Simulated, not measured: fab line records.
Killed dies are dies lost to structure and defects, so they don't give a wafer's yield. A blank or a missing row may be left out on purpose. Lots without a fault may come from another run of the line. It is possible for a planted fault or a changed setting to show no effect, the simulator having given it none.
A lot that was struck, set against a sound lot -- flow n5-finfet -- 15 steps out of a route of 1938
Sound: these wafers, L451.2, L451.4, L451.6. Struck: wafers L460.1, L460.4, L460.6. The cause comes at the end.
Order at every step that has rows: each side's tool, ch and its chambers, its first start. Under that, the readings that differ: sound wafers -- struck wafers -- difference of the means -- sigmas: that difference in standard deviations of wafers without a fault.
alike: readings with means less than 2 such deviations apart, plus words and numbers identical on both sides. not compared: withheld readings, readings lacking a value on some wafer, bounds such as >300 that could conceal the same value, and numbers that have no deviation in the record and whose values overlap.
Wherever a step has rows on one side only, a row that says differs or no value, or a row with sigmas, the two part there. Numbers that have no deviation but don't overlap get no sigmas and don't part them. Lack of a reading on every wafer of one side parts them only where that side has two or more wafers.

N5_BEOL_M10_VIA_ETCH_34: etches SiCOH lowk in C4F6/O2, target depth 184.5 nm, time 69.2 s.
  sound on rie-diel-05 ch 0,2,3, day 10 14:04; struck on rie-diel-06 ch 0,2,3, day 12 17:19
  alike: drypump-motor-current-A, mfc-ar-sccm, oes_ar_750_au, oes-product-au, rf-vpp-V, showerhead-plenum-p-Torr, throttle-valve-pct
  not compared: rf-hours-counter-h
then, 1 step without rows for these wafers: N5_BEOL_M10_STRIP_73 (strips in C4F6/O2).
N5_BEOL_M10_STRIP_36: strips in N2/H2.
  sound on rie-diel-05 ch 0,2,3, day 10 14:08; struck on rie-diel-06 ch 0,2,3, day 12 17:22
  alike: bias-power-w, drypump-motor-current-A, oes-product-au, rf-vpp-V, showerhead-plenum-p-Torr, temp-c, throttle-valve-pct
  not compared: rf-hours-counter-h
N5_BEOL_M10_TRENCH_ETCH_37: etches SiCOH lowk in C4F6/O2, target depth 148.83 nm, time 48 s.
  sound: rie-diel-05 ch 0,2,3; struck: rie-diel-06 ch 0,2,3
  alike: drypump-motor-current-A, mfc-ar-sccm, oes_ar_750_au, oes-product-au, rf-vpp-V, showerhead-plenum-p-Torr, throttle-valve-pct
  not compared: rf-hours-counter-h
N5_BEOL_M10_ETCH_41: etches SiCN in CH3F/O2, target depth 42.6 nm, time 86 s.
  sound: rie-diel-05 ch 0,2,3; struck: rie-diel-06 ch 0,2,3
  alike: drypump-motor-current-A, mfc-ar-sccm, oes-product-au, rf-vpp-V, showerhead-plenum-p-Torr, throttle-valve-pct
  not compared: rf-hours-counter-h
then, 1 step without rows for these wafers: N5_BEOL_M10_STRIP_77 (strips in N2/H2, time 10 s).
N5_BEOL_M10_OCD_MEAS_38:
  sound on ocd-02 at day 10 14:21; struck on ocd-02 at day 12 17:36
reading,sound,struck,difference,sigmas
trench-depth-nm (nm),152.5 154.0 155.4,149.0 147.5 148.6,-5.6,-2
then, 4 steps without rows for these wafers: N5_BEOL_M10_HM_STRIP_39 (strips TiN in peroxide tin strip, target depth 25 nm, time 158 s); N5_BEOL_M10_SRD_40 (time 30 s); N5_BEOL_M10_PRECLEAN_42 (cleans in residue remover, time 60 s); N5_BEOL_M10_SRD_43 (time 30 s).
N5_BEOL_M10_CD_MEAS_35: the cd target is 70 nm.
  sound on cd-sem-03 at day 10 14:31; struck on cd-sem-03 at day 12 17:45
  alike: cd-nm
N5_BEOL_M10_CURE_72: cures SiCOH lowk, time 120 s.
  sound on uv-cure-02 ch 1, day 10 14:46; struck on uv-cure-03 ch 2, day 12 17:47
  no value came back on the struck wafers for lamp-power-pct (%), run-length-s (s), wafer_temp_C_max; on the sound wafers lamp-power-pct (%) reads 52.29 52.35 52.32
N5_BEOL_M10_DEGAS_44: time 60 s.
  sound on pvd-sputter-01 at day 10 15:09; struck on pvd-sputter-02 at day 12 18:07
reading,sound,struck,difference,sigmas
heater-power-w (W),333 362 377,242 324 241,-88,-2
-- record jumps: 2 days separate the struck wafers' starts on either side; left off in module BEOL_M10, taken up again in module PASSIVATION, whose first shown step is the route's number 1936 --
N5_PASSIVATION_PROBE_49:
  only the struck wafers here have rows in the record (prober-01, day 14 20:10); the sound ones have none

== WHERE THEY PART ==
Last at N5_PASSIVATION_PROBE_49 as far as this record goes, first at N5_BEOL_M10_OCD_MEAS_38.

WHY: the cause the simulator had injected
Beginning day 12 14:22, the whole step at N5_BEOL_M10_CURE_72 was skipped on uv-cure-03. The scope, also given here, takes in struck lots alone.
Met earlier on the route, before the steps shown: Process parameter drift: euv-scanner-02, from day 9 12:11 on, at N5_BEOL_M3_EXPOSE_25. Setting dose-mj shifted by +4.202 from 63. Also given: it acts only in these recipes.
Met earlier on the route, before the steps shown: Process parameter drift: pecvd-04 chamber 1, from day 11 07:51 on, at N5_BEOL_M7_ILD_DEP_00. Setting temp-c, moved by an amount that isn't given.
